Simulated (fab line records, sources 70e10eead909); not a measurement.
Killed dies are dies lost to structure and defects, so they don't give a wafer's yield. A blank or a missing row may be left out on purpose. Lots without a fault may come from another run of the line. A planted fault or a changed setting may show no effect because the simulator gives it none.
Chamber matching | flow nand_harc | NHARC_A_STAIRCASE_TRIM_187 on rie_diel-11: 4 sister chambers
The step chemistry O2, time 211.2 s. 4 wafers are shown with their chamber, then 8 later ones without.

WAFERS WITH THEIR CHAMBER
wafer  | chamber | showerhead_plenum_p_Torr (Torr)
L082.6 | 2       | 3.49
L091.3 | 1       | 3.45
L091.4 | 3       | 3.35
L089.2 | 0       | 3.31

WAFERS WITHOUT THEIR CHAMBER
wafer  | showerhead_plenum_p_Torr (Torr)
L089.3 | 3.48
L089.4 | 3.31
L092.2 | 3.45
L092.4 | 3.48
L092.5 | 3.48
L095.1 | 3.35
L095.4 | 3.48
L095.5 | 3.30

WHICH CHAMBER EACH WENT THROUGH
wafer  | from the rows above | in truth
L089.3 | 2                   | 2
L089.4 | 0                   | 0
L092.2 | 1                   | 1
L092.4 | 2                   | 2
L092.5 | 2                   | 2
L095.1 | 3                   | 3
L095.4 | 2                   | 2
L095.5 | 0                   | 0
Placed correctly: 8 of 8. Can't be placed from these rows: 0. Placed wrongly: 0.
How it was worked out, from the rows above alone: a wafer's distance from a chamber is the root of the sum, over the readings, of the square of ((its reading less the chamber's mean) divided by the reading's scatter). The wafer belongs to the nearest chamber; if the next one is less than 2 further off, it can't be placed. A chamber's mean is the mean of its shown wafers. The scatter: with one shown wafer a chamber, the root of the mean of the squares of how far each hidden wafer lies from its nearest shown one.
